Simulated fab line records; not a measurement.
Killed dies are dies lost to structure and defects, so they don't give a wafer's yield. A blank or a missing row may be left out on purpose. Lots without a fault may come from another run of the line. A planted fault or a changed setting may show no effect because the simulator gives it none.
Chamber matching :: flow n5Finfet :: N5_BEOL_M15_STRIP_36 on rieDiel-03 has 4 sister chambers
The step strips in O2. 4 wafers are shown with their chamber, then 8 later ones without.

== WAFERS WITH THEIR CHAMBER ==
wafer: L091.3
chamber: 3
drypumpMotorCurrentA (A): 5.8

wafer: L093.4
chamber: 1
drypumpMotorCurrentA (A): 5.2

wafer: L093.5
chamber: 0
drypumpMotorCurrentA (A): 5.3

wafer: L094.1
chamber: 2
drypumpMotorCurrentA (A): 6.5

== WAFERS MISSING THEIR CHAMBER ==
wafer: L094.4
drypumpMotorCurrentA (A): 5.2

wafer: L094.6
drypumpMotorCurrentA (A): 5.3

wafer: L096.1
drypumpMotorCurrentA (A): 5.2

wafer: L096.2
drypumpMotorCurrentA (A): 5.8

wafer: L096.3
drypumpMotorCurrentA (A): 5.3

wafer: L096.4
drypumpMotorCurrentA (A): 5.2

wafer: L096.5
drypumpMotorCurrentA (A): 5.9

wafer: L096.6
drypumpMotorCurrentA (A): 5.3

== EACH ONE'S CHAMBER ==
wafer: L094.4
from the rows above: 1
in truth: 1

wafer: L094.6
from the rows above: 0
in truth: 0

wafer: L096.1
from the rows above: 1
in truth: 1

wafer: L096.2
from the rows above: 3
in truth: 3

wafer: L096.3
from the rows above: 0
in truth: 0

wafer: L096.4
from the rows above: 1
in truth: 1

wafer: L096.5
from the rows above: 3
in truth: 3

wafer: L096.6
from the rows above: 0
in truth: 0
Correct placement for 8 of the 8. Not placeable from these rows: 0. Number placed wrongly: 0.
How it was worked out, from the rows above alone: a wafer's distance from a chamber is the root of the sum, over the readings, of the square of ((its reading less the chamber's mean) divided by the reading's scatter). If the next closest chamber is less than 2 further off than the closest, the wafer can't be placed; otherwise it belongs to the closest. Each chamber's mean is taken over the wafers shown for it. The scatter: with one shown wafer a chamber, the root of the mean of the squares of how far each hidden wafer lies from its nearest shown one.
